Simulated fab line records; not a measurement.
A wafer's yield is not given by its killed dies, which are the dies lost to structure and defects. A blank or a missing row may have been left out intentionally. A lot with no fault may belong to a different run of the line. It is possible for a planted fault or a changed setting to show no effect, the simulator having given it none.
Chamber matching | flow nand-harc | rie-diel-07 running NHARC_A_CONTACT_ETCH_88: 3 sister chambers
The step etches the open film in CF4, target depth 39 nm, time 65 s. 6 wafers are shown with their chamber, then 6 later ones without.

== WAFERS, EACH WITH ITS CHAMBER ==
wafer  | chamber | drypump-motor-current-A (A) | oes-product-au (a.u.)
L392.6 | 2       | 5.4                         | 0.999
L397.3 | 2       | 5.4                         | 0.984
L397.4 | 0       | 5.1                         | 1.014
L400.2 | 1       | 5.5                         | 1.007
L400.5 | 1       | 5.5                         | 1.003
L400.6 | 0       | 5.0                         | 1.015

== WAFERS WHOSE CHAMBER IS MISSING ==
wafer  | drypump-motor-current-A (A) | oes-product-au (a.u.)
L399.1 | 5.5                         | 1.014
L399.3 | 5.1                         | 1.018
L399.6 | 5.5                         | 1.009
L403.3 | 5.5                         | 0.995
L403.6 | 5.4                         | 0.991
L408.3 | 5.1                         | 1.011

== CHAMBER TAKEN BY EACH ==
wafer  | from the rows above     | in truth
L399.1 | 1                       | 1
L399.3 | 0                       | 0
L399.6 | 1                       | 1
L403.3 | can't be placed: 1 or 2 | 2
L403.6 | 2                       | 2
L408.3 | 0                       | 0
Correct placement for 5 of the 6. Can't be placed from these rows: 1 (the true chamber is among the candidates in 1). Number placed wrongly: 0.
How it was worked out, from the rows above alone: a wafer's distance from a chamber is the root of the sum, over the readings, of the square of ((its reading less the chamber's mean) divided by the reading's scatter). The wafer belongs to the nearest chamber; if the next one is less than 2 further off, it can't be placed. The mean given for a chamber averages the wafers shown for that chamber. The scatter: take each reading less its chamber's mean, square it, sum over the shown wafers, divide by the number of wafers less the number of chambers, and take the root.
